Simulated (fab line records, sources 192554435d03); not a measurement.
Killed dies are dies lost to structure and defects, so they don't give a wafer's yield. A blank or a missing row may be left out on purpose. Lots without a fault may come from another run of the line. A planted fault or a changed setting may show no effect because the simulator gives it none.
A struck lot beside a sound one | flow n5_finfet | 14 steps out of a route of 1938
Sound: wafers L548.2, L548.3, L548.4. Struck: wafer L540.1. (L540.5 of the same lot was not struck and is left out.) The cause comes at the end.
At each step with rows: each side's tool, then ch and its chambers, then its first start. Under that, the readings that differ: sound wafers | struck wafers | difference of the means | sigmas: that difference in standard deviations of wafers without a fault.
alike: readings whose means differ by less than 2 such deviations, and words and numbers that are the same on both sides. not compared: withheld readings, readings that some wafer has no value for, bounds like >300 that may hide the same value, and numbers for which the record gives no deviation and whose values overlap.
The two part at a step that has a row with sigmas, a row that says differs or no value, or rows on one side only. Numbers that don't overlap but have no deviation are shown without sigmas and don't part them. A reading that every wafer of one side lacks parts them only if that side has two wafers or more.

first, 8 steps without rows for these wafers: N5_BEOL_M8_COAT_59 (time 60 s, resist thk 100 nm); N5_BEOL_M8_COAT_60 (time 60 s, resist thk 35 nm); N5_BEOL_M8_COAT_05 (resist thk 90 nm); N5_BEOL_M8_EBR_07; N5_BEOL_M8_SOFTBAKE_06 (time 60 s); N5_BEOL_M8_EXPOSE_08 (exposes mask M8); N5_BEOL_M8_PEB_09 (peb time 60 s); N5_BEOL_M8_DEVELOP_10 (develop time 30 s).
N5_BEOL_M8_CD_MEAS_11: target cd 38.5 nm.
  sound on cd_sem-02 ch 0, day 13 11:14; struck on cd_sem-01 ch 0, day 10 13:11
  alike: cd_nm
N5_BEOL_M8_OVL_MEAS_12:
  sound on overlay-02 ch 0, day 13 11:16; struck on overlay-02 ch 0, day 10 13:13
  alike: M8_OVL
N5_BEOL_M8_INSPECT_13: inspects for defects (brightfield).
  sound on defect_inspect-02, day 13 11:17; struck on defect_inspect-02, day 10 13:14
  alike: raw_defect_count
N5_BEOL_M8_DESCUM_16: chemistry O2, time 7.9 s.
  sound on rie_diel-04 ch 1,2,3, day 13 11:19; struck on rie_diel-04 ch 2, day 10 13:17
  alike: drypump_motor_current_A, o2_flow_sccm, oes_product_au, rf_vpp_V, showerhead_plenum_p_Torr, throttle_valve_pct
  not compared: rf_hours_counter_h
N5_BEOL_M8_ETCH_61: etches SiARC in CF4, target depth 45.5 nm, time 75.8 s.
  sound on rie_diel-04 ch 1,2,3, day 13 11:22; struck on rie_diel-04 ch 2, day 10 13:19
  reading               | sound          | struck | difference | sigmas
  etch_rf_on_time_s (s) | 74.3 76.1 74.0 | 44.5   | -30.3      | -12
  oes_product_au (a.u.) | 0.80 0.68 0.73 | 1.04   | +0.30      | +4
  alike: drypump_motor_current_A, rf_vpp_V, showerhead_plenum_p_Torr, throttle_valve_pct
  not compared: rf_hours_counter_h
N5_BEOL_M8_ETCH_62: etches SOC in N2/H2, target depth 110 nm, overetch 22 nm, time 165 s.
  sound on rie_diel-04 ch 1,2,3, day 13 11:25; struck on rie_diel-04 ch 2, day 10 13:22
  alike: drypump_motor_current_A, oes_product_au, rf_vpp_V, showerhead_plenum_p_Torr, throttle_valve_pct
  not compared: rf_hours_counter_h

WHERE THEY PART
Only at N5_BEOL_M8_ETCH_61, within this record. Later steps at which nothing parts them and some readings are alike: N5_BEOL_M8_ETCH_62.

WHY: what the simulator had put in
Process parameter drift: rie_diel-04, from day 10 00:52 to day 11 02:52, at N5_BEOL_M8_ETCH_61. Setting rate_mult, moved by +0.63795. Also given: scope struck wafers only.
